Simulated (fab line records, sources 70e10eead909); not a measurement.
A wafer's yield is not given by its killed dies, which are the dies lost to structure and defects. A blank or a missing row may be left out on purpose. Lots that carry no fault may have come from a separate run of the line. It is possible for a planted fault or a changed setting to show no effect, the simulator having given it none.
What tool caused it? || flow nandHarc || 7 lots with 21 wafers sampled at 3 steps, on a route of 1302 steps

WHAT THE GAUGES READ, wafer by wafer
NHARC_A_ONON_D2_THK_MEAS_14: measures by ellipsometry.
{"lot": "L205", "measured": "day 13 04:19", "on": "filmMetro-01", "thkNm (nm)": "997 999 999"}
{"lot": "L208", "measured": "day 14 02:23", "on": "filmMetro-02", "thkNm (nm)": "969 969 971"}
{"lot": "L212", "measured": "day 15 18:19", "on": "filmMetro-01", "thkNm (nm)": "1004 1004 1005"}
{"lot": "L213", "measured": "day 16 22:08", "on": "filmMetro-01", "thkNm (nm)": "1017 1018 1018"}
{"lot": "L215", "measured": "day 17 16:41", "on": "filmMetro-01", "thkNm (nm)": "1007 1006 1003"}
{"lot": "L218", "measured": "day 18 22:17", "on": "filmMetro-01", "thkNm (nm)": "1000 1001 999"}
{"lot": "L224", "measured": "day 20 19:33", "on": "filmMetro-01", "thkNm (nm)": "499 499 499"}

TOOL THAT RAN EACH LOT (tool first, then ch and the chambers of the sampled wafers, then the start)
{"lot": "L205", "NHARC_A_DECK1_JOINT_ETCHBACK_00": "rieSi-04 ch 0,1,2, day 12 02:10", "NHARC_A_ONON_D2_DEP_12": "pecvdOnon-01 ch 0, day 13 03:49"}
{"lot": "L208", "NHARC_A_DECK1_JOINT_ETCHBACK_00": "rieSi-03 ch 0,1,2, day 13 00:52", "NHARC_A_ONON_D2_DEP_12": "pecvdOnon-02 ch 0, day 14 01:53"}
{"lot": "L212", "NHARC_A_DECK1_JOINT_ETCHBACK_00": "rieSi-02 ch 1,2,3, day 14 16:19", "NHARC_A_ONON_D2_DEP_12": "pecvdOnon-03 ch 0, day 15 17:49"}
{"lot": "L213", "NHARC_A_DECK1_JOINT_ETCHBACK_00": "rieSi-02 ch 0,3, day 15 18:24", "NHARC_A_ONON_D2_DEP_12": "pecvdOnon-02 ch 0, day 16 21:40"}
{"lot": "L215", "NHARC_A_DECK1_JOINT_ETCHBACK_00": "rieSi-03 ch 0,1,2, day 16 13:13", "NHARC_A_ONON_D2_DEP_12": "pecvdOnon-01 ch 0, day 17 16:14"}
{"lot": "L218", "NHARC_A_DECK1_JOINT_ETCHBACK_00": "rieSi-02 ch 0,1,2, day 17 17:32", "NHARC_A_ONON_D2_DEP_12": "pecvdOnon-02 ch 0, day 18 21:47"}
{"lot": "L224", "NHARC_A_DECK1_JOINT_ETCHBACK_00": "rieSi-04 ch 0,1,3, day 19 20:16", "NHARC_A_ONON_D2_DEP_12": "pecvdOnon-03 ch 0, day 20 19:02"}
- NHARC_A_DECK1_JOINT_ETCHBACK_00: etches the open film in HBr, target depth 30 nm, time 17.4 s.
- NHARC_A_ONON_D2_DEP_12: target thk 1000 nm.

THE ANSWER, worked out from the rows above alone
Rule: what is usual is taken from the lots themselves. The widest of any qualifying gaps counts: lots, ordered by their means at a reading, are off when they make up no more than a third of the lots, leave a main group of 4 or more, and stand apart from it by 3 or more times the standard deviation of that group's means. Not used: any main group whose means are identical at the precision the tables above print for the reading. A lot without any number at a reading at which 4 lots or more have one is off too. Any other lot the step has rows for is counted as sound.
Off at NHARC_A_ONON_D2_THK_MEAS_14 (thkNm): L224. The main group: mean 999 nm, standard deviation 15.
If a tool, at a process step before that reading, ran all the lots that are off and no sound lot after the first of them, it fits. The gauges at NHARC_A_ONON_D2_THK_MEAS_14 are tried like those tools. Can't be told from this: 3 tools fit, rieSi-04 at NHARC_A_DECK1_JOINT_ETCHBACK_00, pecvdOnon-03 at NHARC_A_ONON_D2_DEP_12, filmMetro-01 at NHARC_A_ONON_D2_THK_MEAS_14.

WHAT THE SIMULATOR PUT IN
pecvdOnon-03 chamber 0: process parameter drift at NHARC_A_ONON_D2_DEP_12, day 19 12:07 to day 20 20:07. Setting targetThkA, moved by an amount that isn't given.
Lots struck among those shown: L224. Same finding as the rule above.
